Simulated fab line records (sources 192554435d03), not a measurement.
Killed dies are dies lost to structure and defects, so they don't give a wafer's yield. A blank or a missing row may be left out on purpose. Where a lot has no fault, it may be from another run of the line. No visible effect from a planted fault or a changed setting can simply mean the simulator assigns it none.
fab line records	flow n5Finfet
[record] lots = 7	wafers = 21	lastDay = 18
route steps=1938 shown BEOL_M4@1111 BEOL_M5@1172 BEOL_M15@1830 PASS1_DEP@1831 MIM_BOT@1832 MIM_TOP@1836 PASSIVATION@1936
lots that met no fault: taken from a fault-free run of the same line
startH: hours from the record's opening day to when the first of the lot's shown wafers began	waitH: time in hours since the lot's previous step	" the same as in the row above	L1.1+2: several wafers, shown together as one row	- value missing, or start not given	* or withheld: withheld	< > ~ a bound
route shown NAME@n: a module of which the file shows steps, and the number in the route of the first	usual: average and standard deviation across the fault-free wafers	same: alike in all rows	chamber/n: place in a boat	sites: readings site by site	_std_site: their standard deviation	_edge_site: inner sites' mean taken away from outer sites' mean	radiusMm: how far each site lies from the wafer's centre	mask NAME#n: copy n	behind: the most recent tool/chamber to have shaped the wafer	hold: cause of the lot's hold/its duration in hours/its outcome	device: whichever transistor did not switch (one of n, p or np)	end of line: tests run on the same wafers once the route is complete	where a step has no rows: the recipe by itself	killed: the dies lost at the first sort to structure and to defects; this is not the yield of the wafer	map: per-die view of a wafer (x killed, . not killed, _ where there is no die)
set.NAME: the run value of the setting; set.NAME@STEP: its run value at that earlier step	model.NAME: the simulator's own value behind a step, which no gauge read
a sample of lots followed through the steps of the route, with each step as a table and each wafer as a row
services: a tool's chamber out of use, with start hour (startH, from the record's first day; less than 0 if before it), hours out, and reason
[[steps]]
[step N5_BEOL_M4_RC_MEAS_101]
[usual] DIBL_N = 36.1/1.9	DIBL_P = 36.4/2.5	IOFF_N = 0.16/0.036	IOFF_P = 0.22/0.038	ION_N = 672/11	ION_P = 462/8	SS_N = 71.6/0.68	SS_P = 73.3/0.77	VT_N = 250/3.3	VT_P = -250/3.6
lot.wafer	tool	chamber	startH	waitH	DIBL_N[mV/V]	DIBL_P[mV/V]	IOFF_N[nA/um]	IOFF_P[nA/um]	ION_N[uA/um]	ION_P[uA/um]	SS_N[mV/dec]	SS_P[mV/dec]	VT_N[mV]	VT_P[mV]
L694.1	prober-02	0	195.19	0.0	36.0	37.4	0.15	0.20	672	462	71.8	72.7	253	-249
L694.2	"	0	"	"	37.3	39.0	0.18	0.24	677	466	72.3	73.0	248	-245
L694.6	"	0	"	"	34.0	34.3	0.12	0.16	667	459	70.9	72.2	255	-253
L693.1	prober-01	0	195.34	0.0	36.4	38.9	0.17	0.25	680	467	71.6	73.4	249	-249
L693.2	"	0	"	"	38.0	40.3	0.20	0.28	678	466	72.7	74.9	246	-246
L693.3	"	0	"	"	35.3	37.8	0.15	0.23	668	472	71.4	73.2	251	-247
L696.1	prober-01	0	199.49	0.0	32.8	33.3	0.12	0.19	667	460	70.5	72.5	253	-251
L696.4	"	0	"	"	32.5	31.6	0.11	0.15	651	446	70.9	72.8	256	-254
L696.6	"	0	"	"	31.0	30.9	0.10	0.15	652	457	70.5	71.2	254	-253
L697.2	prober-01	0	204.61	0.2	36.6	39.0	0.18	0.23	686	472	71.1	74.4	247	-246
L697.4	"	0	"	"	34.1	34.5	0.11	0.16	668	456	71.7	72.6	255	-255
L697.5	"	0	"	"	38.1	38.5	0.18	0.22	674	458	72.2	73.5	248	-250
L703.3	prober-01	0	234.90	0.3	38.3	37.8	0.18	0.20	662	444	72.8	74.3	252	-257
L703.5	"	0	"	"	37.5	37.4	0.17	0.20	677	458	71.7	73.9	250	-255
L703.6	"	0	"	"	37.4	37.0	0.17	0.19	661	447	72.4	73.7	252	-257
L707.2	prober-02	0	287.89	0.2	32.7	33.9	0.12	0.17	649	456	71.4	72.4	253	-253
L707.3	"	0	"	"	35.0	36.7	0.13	0.19	659	456	71.4	72.8	255	-253
L707.6	"	0	"	"	34.2	36.0	0.14	0.18	674	461	71.5	73.4	252	-254
L712.1	prober-02	0	309.15	0.0	36.5	37.3	0.16	0.22	675	468	71.6	73.4	249	-249
L712.2	"	0	"	"	37.7	37.8	0.18	0.22	683	462	71.6	74.1	251	-251
L712.3	"	0	"	"	34.7	34.8	0.13	0.18	659	456	71.2	73.0	251	-254
[step N5_BEOL_M5_ALD_86]
[recipe] material = TaN	targetThkA = *	tempC = 275	aldPrecursorFamily = PDMAT	aldCoReactant = NH3	pressureTorr = 3	carrierFlowSccm = 1500	pulseTimeS = 2	purgeTimeS = 3	coReactantPurgeTimeS = 2	coReactantPulseTimeS = 3	aldCycles = 30	precursorVesselTempC = 75	precursorVesselPressureTorr = 26.25	precursorVesselCarrierSccm = 1000
[usual] chamberPressureTorr = 3.000/0.0065	heaterPowerW = 417/30
[same] aldCycles = 30
lot.wafer	tool	chamber	startH	waitH	chamberPressureTorr	heaterPowerW
L694.1	aldMetal-04	3	200.95	0.0	3.008	430
L694.2	"	2	"	"	2.996	394
L694.6	"	0	"	"	3.004	417
L693.1	aldMetal-04	1	203.67	0.0	2.999	378
L693.2	"	0	"	"	3.006	412
L693.3	"	2	"	"	2.997	383
L696.1	aldMetal-04	1	205.56	0.0	3.004	376
L696.4	"	0	"	"	2.988	412
L696.6	"	3	"	"	3.003	429
L697.2	aldMetal-04	1	216.45	0.1	3.005	377
L697.4	"	0	"	"	3.007	408
L697.5	"	3	"	"	3.005	422
L703.3	aldMetal-04	2	241.92	0.0	3.005	402
L703.5	"	0	"	"	3.009	416
L703.6	"	3	"	"	2.997	434
L707.2	aldMetal-04	1	296.73	0.1	3.005	370
L707.3	"	0	"	"	3.003	426
L707.6	"	2	"	"	2.994	389
L712.1	aldMetal-04	3	317.81	0.0	3.015	425
L712.2	"	0	"	"	3.000	408
L712.3	"	1	"	"	3.003	377
[step N5_BEOL_M15_RC_MEAS_101]
[usual] COMB_M10 = 1.5e-11/3.2e-12	COMB_M11 = 1.4e-11/3.3e-12	COMB_M12 = 6e-12/1.2e-12	COMB_M13 = 4.7e-12/9.2e-13	COMB_M14 = 3.6e-12/7.6e-13	COMB_M15 = 2.4e-12/5.3e-13	COMB_M5 = 3.5e-11/8.1e-12	COMB_M5_max_site = 5.1e-11/1.2e-11	COMB_M6 = 2.5e-11/5.4e-12	COMB_M7 = 2.5e-11/4.9e-12	COMB_M8 = 2.5e-11/5.1e-12	COMB_M9 = 1.36e-11/2.5e-12	SERP_M10 = 3.07/0.11	SERP_M11 = 3.04/0.082	SERP_M12 = 0.636/0.017	SERP_M12_max_site = 0.648/0.018	SERP_M13 = 0.308/0.0059	SERP_M14 = 0.161/0.0036	SERP_M5 = 38.9/1.8	SERP_M6 = 13.8/0.57	SERP_M7 = 13.9/0.68	SERP_M8 = 13.7/0.55	SERP_M8_max_site = 14.3/0.58	SERP_M9 = 3.06/0.093
lot.wafer	tool	chamber	startH	waitH	COMB_M10[S/m]	COMB_M11[S/m]	COMB_M12[S/m]	COMB_M13[S/m]	COMB_M14[S/m]	COMB_M15[S/m]	COMB_M5[S/m]	COMB_M5_max_site[S/m]	COMB_M6[S/m]	COMB_M7[S/m]	COMB_M8[S/m]	COMB_M9[S/m]	SERP_M10[ohm/um]	SERP_M11[ohm/um]	SERP_M12[ohm/um]	SERP_M12_max_site[ohm/um]	SERP_M13[ohm/um]	SERP_M14[ohm/um]	SERP_M5[ohm/um]	SERP_M6[ohm/um]	SERP_M7[ohm/um]	SERP_M8[ohm/um]	SERP_M8_max_site[ohm/um]	SERP_M9[ohm/um]
L693.1	prober-02	0	281.65	0.0	2.1e-11	1.7e-11	6.2e-12	5.6e-12	3e-12	1.6e-12	3.4e-11	4.8e-11	2.6e-11	1.8e-11	2.3e-11	1e-11	3.01	3.06	0.610	0.621	0.308	0.164	35.1	13.6	14.8	13.8	14.6	2.99
L693.2	"	0	"	"	1.7e-11	1.1e-11	6.5e-12	4e-12	2.1e-12	2e-12	6e-11	7.9e-11	2.3e-11	1.6e-11	3.4e-11	1.5e-11	2.94	2.85	0.624	0.636	0.304	0.158	37.1	13.7	14.4	13.0	13.3	3.06
L693.3	"	0	"	"	1.5e-11	1.3e-11	4.5e-12	4.3e-12	2.4e-12	2.9e-12	3.6e-11	4.7e-11	2e-11	3.2e-11	2.8e-11	1.55e-11	3.03	3.04	0.629	0.638	0.315	0.165	38.3	13.7	13.7	13.2	14.1	2.84
L694.1	prober-02	0	290.74	0.0	1.7e-11	1.3e-11	4.5e-12	5.3e-12	3e-12	3.1e-12	4.4e-11	5.6e-11	2.4e-11	2.5e-11	2.5e-11	1.16e-11	2.97	3.25	0.614	0.622	0.303	0.165	40.9	13.6	13.5	13.0	13.5	2.96
L694.2	"	0	"	"	1.5e-11	1.3e-11	6.8e-12	4.4e-12	2.2e-12	1.7e-12	5.7e-11	1.07e-10	2.6e-11	3.2e-11	2.6e-11	1.23e-11	3.05	3.01	0.657	0.663	0.304	0.161	41.3	13.4	14.5	13.3	13.5	2.96
L694.6	"	0	"	"	1.7e-11	1e-11	6.2e-12	3.9e-12	2.8e-12	1.8e-12	4.4e-11	5.9e-11	2.5e-11	2.1e-11	1.9e-11	1.61e-11	2.99	3.05	0.639	0.649	0.309	0.165	39.0	13.5	14.0	12.6	13.4	2.99
L696.1	prober-01	0	291.46	0.0	1.4e-11	1.4e-11	6.3e-12	5.8e-12	3.9e-12	2.3e-12	3.7e-11	6.2e-11	2e-11	3.4e-11	2.5e-11	1.28e-11	2.97	3.10	0.649	0.665	0.305	0.157	37.8	14.2	14.5	13.5	14.4	2.95
L696.4	"	0	"	"	1.8e-11	1.8e-11	5.7e-12	5.2e-12	2.9e-12	3.1e-12	3.4e-11	7.7e-11	1.6e-11	3.5e-11	3e-11	1.37e-11	3.14	3.01	0.663	0.674	0.308	0.164	37.5	14.4	14.5	14.5	15.2	3.01
L696.6	"	0	"	"	2e-11	1.6e-11	5.7e-12	6.3e-12	3.5e-12	2.8e-12	4.6e-11	5.8e-11	1.9e-11	3e-11	2.8e-11	1e-11	3.09	3.09	0.657	0.672	0.311	0.160	36.2	13.3	13.9	14.3	14.9	3.00
L697.2	prober-01	0	298.02	0.2	1.7e-11	1.8e-11	5.9e-12	5.6e-12	4.2e-12	2.4e-12	2.6e-11	3.5e-11	2.8e-11	2.4e-11	2.3e-11	1.33e-11	3.15	3.09	0.666	0.688	0.314	0.167	36.8	13.8	14.1	15.2	15.8	2.93
L697.4	"	0	"	"	1.6e-11	1.5e-11	5.6e-12	4.9e-12	5.1e-12	2.7e-12	4.6e-11	6.5e-11	1.9e-11	2.3e-11	2.7e-11	1.07e-11	3.15	2.98	0.672	0.689	0.298	0.161	41.3	13.5	13.9	14.6	14.8	3.11
L697.5	"	0	"	"	1.4e-11	1.6e-11	6.9e-12	4.8e-12	3.7e-12	2.6e-12	3.7e-11	5.4e-11	2.3e-11	1.8e-11	3.2e-11	1.29e-11	3.26	3.13	0.643	0.660	0.299	0.159	40.8	13.8	12.7	14.3	14.7	3.04
L703.3	prober-01	0	324.88	0.3	1.1e-11	1.1e-11	4.8e-12	6.8e-12	3.6e-12	2.1e-12	3.5e-11	6.3e-11	2e-11	2.7e-11	2.4e-11	1.37e-11	3.09	2.98	0.663	0.682	0.307	0.162	38.0	13.6	12.9	14.0	14.4	3.05
L703.5	"	0	"	"	1.8e-11	1.3e-11	4e-12	3.9e-12	3.6e-12	2.5e-12	4.5e-11	6.6e-11	2.8e-11	3.3e-11	2.8e-11	1.09e-11	3.21	3.10	0.614	0.631	0.308	0.165	39.8	14.0	13.1	14.0	14.5	3.03
L703.6	"	0	"	"	1.3e-11	1.1e-11	5e-12	4.5e-12	5.3e-12	1.7e-12	2.7e-11	3.4e-11	2e-11	2.4e-11	3.2e-11	1.42e-11	3.08	3.08	0.642	0.658	0.306	0.158	39.2	13.3	13.4	13.7	13.9	2.98
L707.2	prober-01	0	385.26	0.2	1.4e-11	1.4e-11	5e-12	4.5e-12	3e-12	1.8e-12	2.5e-11	3.5e-11	2.7e-11	2.1e-11	2e-11	1.27e-11	3.01	2.95	0.653	0.666	0.301	0.162	42.3	13.4	14.6	13.1	13.9	3.15
L707.3	"	0	"	"	2e-11	1.8e-11	7.9e-12	4.7e-12	3.5e-12	2.2e-12	5e-11	1.99e-10	2.5e-11	2.9e-11	2.5e-11	1.42e-11	3.04	3.01	0.641	0.656	0.309	0.168	40.9	13.3	14.8	12.9	13.5	3.14
L707.6	"	0	"	"	1.3e-11	1.6e-11	7.8e-12	5.4e-12	3.5e-12	1.7e-12	3.6e-11	4.6e-11	2.2e-11	2.5e-11	3.1e-11	9.5e-12	3.04	2.97	0.657	0.660	0.302	0.161	39.3	14.3	14.6	13.0	13.2	3.07
L712.1	prober-02	0	409.93	0.0	1e-11	1.2e-11	6.7e-12	3.4e-12	3.2e-12	2.5e-12	2.1e-11	3.2e-11	2e-11	2.8e-11	3.1e-11	1.67e-11	3.00	2.99	0.665	0.688	0.304	0.158	39.8	13.8	14.5	13.9	14.4	2.96
L712.2	"	0	"	"	1.5e-11	1.2e-11	5.1e-12	5.9e-12	4.8e-12	2.1e-12	4.2e-11	2.4e-10	2.5e-11	1.8e-11	3.1e-11	1.28e-11	3.18	3.02	0.657	0.682	0.303	0.162	37.0	13.6	13.8	14.3	15.5	2.92
L712.3	"	0	"	"	1.9e-11	1.3e-11	4.3e-12	5e-12	3e-12	2.8e-12	2.7e-11	4.9e-11	2.1e-11	2.1e-11	3.2e-11	1.21e-11	3.20	2.99	0.626	0.645	0.309	0.169	37.7	13.0	13.7	14.3	14.8	2.95
[step N5_PASSIVATION_PECVD_00]
[recipe] material = SiO2	targetThkA = 2000	tempC = 400	precursor = SiH4/N2O	pressureTorr = 2.7	rfW = 608	timeS = 11.2
[usual] chamberPressureTorr = 2.700/0.0062	heaterPowerW = 635/68	showerheadPlenumPTorr = 8.16/0.11	throttleValvePct = 51/3.6
[same] timeS = 11.2
lot.wafer	tool	chamber	startH	waitH	chamberPressureTorr	heaterPowerW	showerheadPlenumPTorr	throttleValvePct
L693.1	pecvd-02	0	282.63	0.8	2.702	732	7.97	48
L693.2	"	2	"	"	2.700	544	8.16	49
L693.3	"	1	"	"	2.697	623	8.15	55
L694.1	pecvd-04	1	291.70	0.8	2.703	586	8.17	49
L694.2	"	0	"	"	2.699	611	8.24	53
L694.6	"	0	"	"	2.705	627	8.25	53
L696.1	pecvd-04	1	292.42	0.8	2.697	600	8.15	49
L696.4	"	0	"	"	2.697	685	8.23	53
L696.6	"	2	"	"	2.707	567	8.39	49
L697.2	pecvd-02	1	298.84	0.7	2.702	610	8.14	56
L697.4	"	1	"	"	2.709	608	8.12	55
L697.5	"	0	"	"	2.695	693	7.97	48
L703.3	pecvd-03	1	325.53	0.5	2.699	592	8.25	58
L703.5	"	2	"	"	2.701	613	8.18	46
L703.6	"	0	"	"	2.707	819	8.06	54
L707.2	pecvd-02	2	386.08	0.7	2.706	672	8.18	49
L707.3	"	0	"	"	2.699	751	7.98	48
L707.6	"	0	"	"	2.690	589	7.98	48
L712.1	pecvd-04	2	410.90	0.8	2.695	606	8.40	49
L712.2	"	0	"	"	2.703	735	8.23	53
L712.3	"	1	"	"	2.699	599	8.16	49
[step N5_MIM_BOT_DEGAS_01]
[recipe] ambient = vacuum	tempC = 300	timeS = 60
[usual] heaterPowerW = 491/66
[same] timeS = 60
lot.wafer	tool	chamber	startH	waitH	heaterPowerW
L693.1	pvdSputter-01	-	283.93	1.3	423
L693.2	"	-	"	"	401
L693.3	"	-	"	"	536
L694.1	pvdSputter-03	-	292.76	1.0	518
L694.2	"	-	"	"	483
L694.6	"	-	"	"	489
L696.1	pvdSputter-03	-	293.06	0.6	558
L696.4	"	-	"	"	487
L696.6	"	-	"	"	562
L697.2	pvdSputter-01	-	302.13	3.3	416
L697.4	"	-	"	"	489
L697.5	"	-	"	"	412
L703.3	pvdSputter-03	-	326.43	0.9	506
L703.5	"	-	"	"	617
L703.6	"	-	"	"	521
L707.2	pvdSputter-01	-	387.13	1.0	484
L707.3	"	-	"	"	516
L707.6	"	-	"	"	410
L712.1	pvdSputter-01	-	412.96	2.0	420
L712.2	"	-	"	"	404
L712.3	"	-	"	"	472
[step N5_MIM_TOP_ALD_02]
[recipe] material = Al2O3	targetThkA = *	tempC = withheld	aldPrecursorFamily = TMA	aldCoReactant = O3	pulseTimeS = withheld	purgeTimeS = 3	coReactantPurgeTimeS = withheld	coReactantPulseTimeS = 3	aldCycles = withheld
[usual] precursorPulseHeightRel = 1.000/0.02
lot.wafer	tool	chamber	startH	waitH	precursorPulseHeightRel
L693.1	aldHk-03	0	-	-	1.003
L693.2	"	2	"	"	1.001
L693.3	"	1	"	"	1.011
L694.1	aldHk-03	2	-	-	0.986
L694.2	"	1	"	"	0.994
L694.6	"	3	"	"	0.985
L696.1	aldHk-02	2	-	-	1.023
L696.4	"	0	"	"	0.981
L696.6	"	0	"	"	0.983
L697.2	aldHk-01	0	-	-	1.002
L697.4	"	1	"	"	1.011
L697.5	"	1	"	"	1.009
L703.3	aldHk-01	0	-	-	0.984
L703.5	"	2	"	"	1.003
L703.6	"	1	"	"	0.982
L707.2	aldHk-01	3	-	-	0.991
L707.3	"	0	"	"	1.012
L707.6	"	0	"	"	0.985
L712.1	aldHk-01	1	-	-	1.000
L712.2	"	3	"	"	1.001
L712.3	"	2	"	"	0.991
[step N5_PASSIVATION_PROBE_49]
[usual] defectLimitedYield = 91.2/1.4	killed_at_M0_to_M3 = 34/11	killed_at_M4_up = 14/6.3	killedAtContacts = 13/7.4	killedAtFrontEnd = 38/11	killedAtOther = 4.3/2.9	killedDies = 103/17	killedOpen = 68/12	killedShort = 34/8	sort_bin_4_leakage = 0.00/0.027	sort_bin_5_function = 5.1/0.9	sort_bin_6_memory = 3.3/0.66	sortNPass = 1077/17	sortYieldPct = 91.2/1.4
[same] grossDies = 1180	killedAtBackSide = 0	sort_bin_8_speed[%] = 0
lot.wafer	tool	chamber	startH	waitH	defectLimitedYield[%]	killed_at_M0_to_M3	killed_at_M4_up	killedAtContacts	killedAtFrontEnd	killedAtOther	killedDies	killedOpen	killedShort	sort_bin_4_leakage[%]	sort_bin_5_function[%]	sort_bin_6_memory[%]	sortNPass	sortYieldPct[%]
L693.1	prober-01	-	294.99	0.0	91.8	32	12	3	43	7	97	67	29	0	5.3	2.7	1083	91.8
L693.2	prober-01	-	295.04	0.1	92.5	31	15	7	32	4	89	57	31	0	5.0	2.2	1091	92.5
L693.3	prober-01	-	295.09	0.1	94.4	24	5	12	21	4	66	52	14	0	3.6	1.9	1114	94.4
L694.1	prober-01	-	308.64	0.0	92.2	41	14	6	26	5	92	66	24	0	4.4	3.1	1088	92.2
L694.2	prober-01	-	308.69	0.1	91.2	30	16	10	41	7	104	66	35	0	5.3	3.4	1076	91.2
L694.6	prober-01	-	308.89	0.3	93.1	20	7	8	41	5	81	54	25	0	4.3	2.3	1099	93.1
L696.1	prober-01	-	309.80	0.0	91.4	42	15	7	33	5	102	68	34	0	4.5	3.9	1078	91.4
L696.4	prober-01	-	309.95	0.2	91.4	39	13	13	35	1	101	65	31	0	4.9	3.1	1079	91.4
L696.6	prober-01	-	310.05	0.3	94.2	25	13	3	26	1	68	44	24	0	3.8	1.9	1112	94.2
L697.2	prober-02	-	315.30	0.1	92.0	15	24	11	38	6	94	63	31	0	4.0	3.4	1086	92.0
L697.4	prober-02	-	315.40	0.2	91.3	16	21	11	49	6	103	73	30	0	4.7	3.7	1077	91.3
L697.5	prober-02	-	315.45	0.2	90.5	38	23	12	29	10	112	79	33	0	5.3	3.7	1068	90.5
L703.3	prober-01	-	337.83	0.1	91.0	33	19	9	44	1	106	69	33	0	4.7	4.2	1074	91.0
L703.5	prober-01	-	337.93	0.2	93.1	37	8	5	27	4	81	57	24	0	4.4	2.5	1099	93.1
L703.6	prober-01	-	337.98	0.3	90.7	44	13	11	32	10	110	73	37	0	5.8	3.1	1070	90.7
L707.2	prober-01	-	398.28	0.1	90.0	42	17	29	28	2	118	86	32	0	5.2	4.5	1062	90.0
L707.3	prober-01	-	398.33	0.1	90.6	41	13	35	19	3	111	72	31	0.68	5.4	3.1	1069	90.6
L707.6	prober-01	-	398.48	0.3	90.7	45	22	21	19	3	110	86	24	0	6.1	2.9	1070	90.7
L712.1	prober-01	-	424.41	0.0	90.8	18	26	7	52	5	108	77	30	0	4.5	4.2	1072	90.8
L712.2	prober-01	-	424.46	0.1	89.9	26	30	9	47	7	119	64	29	1.19	5.3	3.0	1061	89.9
L712.3	prober-01	-	424.51	0.1	92.6	21	14	17	34	1	87	67	18	0	4.7	2.3	1093	92.6
// killed by level:class
L693.1 STI_FIN_REVEAL:geometricParticle:open=14 BEOL_M2:geometricParticle:open=9 DUMMY_GATE:geometricParticle:open=5 BEOL_M0_SAQP:geometricParticle:short=5 BEOL_M3:geometricParticle:open=5 BEOL_M4:geometricParticle:open=5 STI_FIN_REVEAL:geometricParticle:short=4 PAD_METAL:geometricParticle:open=4
L693.2 BEOL_M2:geometricParticle:open=11 BEOL_M4:geometricParticle:open=8 MOL_CONTACT_COAG:geometricParticle:open=7 FIN_SAQP:geometricParticle:short=6 STI_FIN_REVEAL:geometricParticle:open=6 BEOL_M0_SAQP:geometricParticle:short=6 DUMMY_GATE:geometricParticle:open=4 STARTING-WAFER:geometricParticle:short=4
L693.3 MOL_CONTACT_COAG:geometricParticle:open=10 BEOL_M2:geometricParticle:open=8 BEOL_M1:geometricParticle:open=6 STI_FIN_REVEAL:geometricParticle:open=6 FIN_SAQP:geometricParticle:open=4 FIN_SAQP:geometricParticle:short=4 BEOL_M3:geometricParticle:open=4 BEOL_M4:geometricParticle:open=3
L694.1 BEOL_M1:geometricParticle:open=10 FIN_SAQP:geometricParticle:open=9 BEOL_M3:geometricParticle:open=9 MOL_CONTACT_COAG:geometricParticle:open=6 BEOL_M0_SAQP:geometricParticle:short=6 FIN_SAQP:geometricParticle:short=5 BEOL_M0_SAQP:geometricParticle:open=5 BEOL_M4:geometricParticle:open=5
L694.2 FIN_SAQP:geometricParticle:open=15 BEOL_M1:geometricParticle:open=11 FIN_SAQP:geometricParticle:short=7 MOL_CONTACT_COAG:geometricParticle:open=7 BEOL_M3:geometricParticle:open=6 BEOL_M4:geometricParticle:open=6 GATE_CUT:geometricParticle:short=4 BEOL_M6:geometricParticle:open=3
L694.6 FIN_SAQP:geometricParticle:open=16 STI_FIN_REVEAL:geometricParticle:open=7 FIN_SAQP:geometricParticle:short=6 MOL_CONTACT_COAG:geometricParticle:open=6 BEOL_M3:geometricParticle:open=6 GATE_CUT:geometricParticle:short=4 STARTING-WAFER:geometricParticle:open=4 BEOL_M0_SAQP:geometricParticle:open=3
L696.1 BEOL_M0_SAQP:geometricParticle:open=14 FIN_SAQP:geometricParticle:short=12 BEOL_M1:geometricParticle:open=11 MOL_CONTACT_COAG:geometricParticle:open=6 BEOL_M0_SAQP:geometricParticle:short=6 DUMMY_GATE:geometricParticle:open=5 FIN_SAQP:geometricParticle:open=4 BEOL_M2:geometricParticle:open=4
L696.4 BEOL_M1:geometricParticle:open=14 BEOL_M3:geometricParticle:open=14 MOL_CONTACT_COAG:geometricParticle:open=10 FIN_SAQP:geometricParticle:short=7 FIN_SAQP:geometricParticle:open=5 ILD0:geometricParticle:short=4 BEOL_M4:geometricParticle:open=4 STARTING-WAFER:geometricParticle:short=4
L696.6 BEOL_M1:geometricParticle:open=10 STI_FIN_REVEAL:geometricParticle:open=5 BEOL_M0_SAQP:geometricParticle:short=5 DUMMY_GATE:geometricParticle:open=4 BEOL_M5:geometricParticle:open=4 DUMMY_GATE:geometricParticle:short=3 GATE_CUT:geometricParticle:short=3 MOL_CONTACT_COAG:geometricParticle:short=3
L697.2 BEOL_M4:geometricParticle:open=11 FIN_SAQP:geometricParticle:open=9 FIN_SAQP:geometricParticle:short=8 MOL_CONTACT_COAG:geometricParticle:open=8 BEOL_M0_SAQP:geometricParticle:open=5 STI_FIN_REVEAL:geometricParticle:open=4 STARTING-WAFER:geometricParticle:open=4 BEOL_M2:geometricParticle:open=3
L697.4 STI_FIN_REVEAL:geometricParticle:open=15 BEOL_M4:geometricParticle:open=11 MOL_CONTACT_COAG:geometricParticle:open=10 FIN_SAQP:geometricParticle:open=6 FIN_SAQP:geometricParticle:short=6 DUMMY_GATE:geometricParticle:short=5 BEOL_M1:geometricParticle:open=5 BEOL_M0_SAQP:geometricParticle:open=4
L697.5 BEOL_M1:geometricParticle:open=14 BEOL_M4:geometricParticle:open=12 FIN_SAQP:geometricParticle:open=10 BEOL_M3:geometricParticle:open=10 MOL_CONTACT_COAG:geometricParticle:open=9 FIN_SAQP:geometricParticle:short=6 STI_FIN_REVEAL:geometricParticle:open=4 BEOL_M5:geometricParticle:short=4
L703.3 STI_FIN_REVEAL:geometricParticle:open=13 BEOL_M4:geometricParticle:open=10 MOL_CONTACT_COAG:geometricParticle:open=7 FIN_SAQP:geometricParticle:short=6 BEOL_M1:geometricParticle:open=6 BEOL_M0_SAQP:geometricParticle:short=6 BEOL_M3:geometricParticle:open=6 FIN_SAQP:geometricParticle:open=5
L703.5 BEOL_M0_SAQP:geometricParticle:open=11 BEOL_M3:geometricParticle:open=10 FIN_SAQP:geometricParticle:open=8 BEOL_M0_SAQP:geometricParticle:short=8 BEOL_M1:geometricParticle:open=5 DUMMY_GATE:geometricParticle:open=4 MOL_CONTACT_COAG:geometricParticle:open=4 GATE_CUT:geometricParticle:open=3
L703.6 BEOL_M0_SAQP:geometricParticle:open=20 BEOL_M0_SAQP:geometricParticle:short=14 MOL_CONTACT_COAG:geometricParticle:open=10 GATE_CUT:geometricParticle:short=8 STI_FIN_REVEAL:geometricParticle:open=7 FIN_SAQP:geometricParticle:open=4 BEOL_M4:geometricParticle:open=4 DUMMY_GATE:geometricParticle:open=3
L707.2 MOL_CONTACT_COAG:geometricParticle:open=25 BEOL_M0_SAQP:geometricParticle:open=11 FIN_SAQP:geometricParticle:open=8 BEOL_M3:geometricParticle:open=8 BEOL_M4:geometricParticle:open=8 BEOL_M0_SAQP:geometricParticle:short=7 BEOL_M2:geometricParticle:open=5 FIN_SAQP:geometricParticle:short=4
L707.3 MOL_CONTACT_COAG:geometricParticle:open=27 BEOL_M0_SAQP:geometricParticle:open=11 BEOL_M3:geometricParticle:open=11 MOL_CONTACT_COAG:geometricParticle:short=8 M5:areaAld=8 GATE_CUT:geometricParticle:short=7 BEOL_M2:geometricParticle:open=6 BEOL_M0_SAQP:geometricParticle:short=5
L707.6 MOL_CONTACT_COAG:geometricParticle:open=16 BEOL_M3:geometricParticle:open=13 BEOL_M4:geometricParticle:open=12 BEOL_M2:geometricParticle:open=12 BEOL_M0_SAQP:geometricParticle:open=7 MOL_CONTACT_COAG:geometricParticle:short=5 BEOL_M0_SAQP:geometricParticle:short=5 DUMMY_GATE:geometricParticle:open=4
L712.1 BEOL_M4:geometricParticle:open=17 STI_FIN_REVEAL:geometricParticle:open=12 FIN_SAQP:geometricParticle:open=10 FIN_SAQP:geometricParticle:short=9 BEOL_M3:geometricParticle:open=9 MOL_CONTACT_COAG:geometricParticle:open=6 STARTING-WAFER:geometricParticle:open=4 STI_FIN_REVEAL:geometricParticle:short=3
L712.2 M5:areaAld=14 MOL_CONTACT_COAG:geometricParticle:open=8 BEOL_M4:geometricParticle:open=8 HKMG_FIN:areaEtch=7 BEOL_M2:geometricParticle:open=6 DUMMY_GATE:geometricParticle:open=5 GATE_CUT:geometricParticle:short=5 GATE_CUT:geometricParticle:open=5
L712.3 MOL_CONTACT_COAG:geometricParticle:open=14 BEOL_M3:geometricParticle:open=12 FIN_SAQP:geometricParticle:open=10 BEOL_M4:geometricParticle:open=7 STI_FIN_REVEAL:geometricParticle:open=6 BEOL_M2:geometricParticle:open=5 GATE_CUT:geometricParticle:open=4 DUMMY_GATE:geometricParticle:open=3
[[services]]
tool	chamber	startH	hours	kind
pecvd-02	1	182.89	5.5	scheduledDown
pecvd-02	2	202.38	-	clean
pecvd-02	2	202.38	-	consumableReplace:showerhead
pecvd-02	2	202.38	29.0	scheduledDown
pecvd-02	2	202.38	29.0	ventCycle
pecvd-02	-	214.70	1.5	repair
pecvd-04	-	222.09	0.9	repair
pecvd-04	0	230.02	4.0	repair
pecvd-02	0	249.92	2.1	scheduledDown
aldHk-01	-	257.62	0.6	repair
pvdSputter-01	-	259.00	8.8	repair
pecvd-04	1	260.46	2.1	scheduledDown
aldMetal-04	3	286.38	24.5	repair
aldMetal-04	1	293.91	1.8	repair
pecvd-02	1	307.58	4.4	repair
aldMetal-04	3	312.15	4.0	repair
pecvd-02	-	335.95	0.3	repair
aldHk-02	-	352.17	28.1	pm
pecvd-03	0	352.53	6.8	repair
pecvd-03	-	364.63	0.4	repair
pecvd-04	-	365.38	1.0	repair
aldMetal-04	-	369.09	2.8	pm
pecvd-04	-	395.27	2.8	pm
pvdSputter-01	-	400.96	0.5	repair
[[key]]
[firstSign] step = N5_BEOL_M15_RC_MEAS_101	reading = COMB_M5_max_site	direction = up	sigmas = 14	usual = 5.1e-11	struck = 2.19e-10
[effect] step = N5_PASSIVATION_PROBE_49	reading = sort_bin_4_leakage	direction = up	sigmas = 11	usual = 0.00	struck = 0.93
metAt N5_BEOL_M5_ALD_86
struckLots L707,L712
struckWafers L707.3,L712.2
notActingAt N5_PASSIVATION_PECVD_00,N5_MIM_BOT_DEGAS_01,N5_MIM_TOP_ALD_02
onsetBetween 241.92 296.73
[fault] kind = siteProfileDrift	tool = aldMetal-04	chamber = 0	onsetH = 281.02	steps = N5_BEOL_M5_ALD_86	basis = fraction	maxAbsDrift = 0.38505	slopeSharePerHr = 85.567	sitePattern = 0,0,0,0,0,-1,-1,-1,-1
